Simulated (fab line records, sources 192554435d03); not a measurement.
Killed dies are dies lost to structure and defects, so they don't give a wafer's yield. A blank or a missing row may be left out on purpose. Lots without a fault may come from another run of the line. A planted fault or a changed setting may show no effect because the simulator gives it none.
Chamber matching | flow n5_finfet | N5_MOL_CONTACT_COAG_ETCH_105 on rie_diel-06: 4 sister chambers
The step etches SiARC in CF4, target depth 15.6 nm, time 26 s. 4 wafers are shown with their chamber, then 11 later ones without.

WAFERS WITH THEIR CHAMBER
wafer  | chamber | drypump_motor_current_A (A)
L086.3 | 2       | 6.3
L087.5 | 0       | 5.8
L087.6 | 1       | 5.4
L091.2 | 3       | 5.2

WAFERS WITHOUT THEIR CHAMBER
wafer  | drypump_motor_current_A (A)
L091.3 | 5.8
L091.6 | 5.2
L092.1 | 5.8
L092.2 | 5.2
L092.5 | 5.4
L093.1 | 5.8
L093.2 | 6.3
L093.5 | 6.2
L097.1 | 5.2
L097.4 | 6.2
L097.6 | 5.4

WHICH CHAMBER EACH WENT THROUGH
wafer  | from the rows above | in truth
L091.3 | 0                   | 0
L091.6 | 3                   | 3
L092.1 | 0                   | 0
L092.2 | 3                   | 3
L092.5 | 1                   | 1
L093.1 | 0                   | 0
L093.2 | 2                   | 2
L093.5 | 2                   | 2
L097.1 | 3                   | 3
L097.4 | 2                   | 2
L097.6 | 1                   | 1
Placed correctly: 11 of 11. Can't be placed from these rows: 0. Placed wrongly: 0.
How it was worked out, from the rows above alone: a wafer's distance from a chamber is the root of the sum, over the readings, of the square of ((its reading less the chamber's mean) divided by the reading's scatter). The wafer belongs to the nearest chamber; if the next one is less than 2 further off, it can't be placed. A chamber's mean is the mean of its shown wafers. The scatter: with one shown wafer a chamber, the root of the mean of the squares of how far each hidden wafer lies from its nearest shown one.
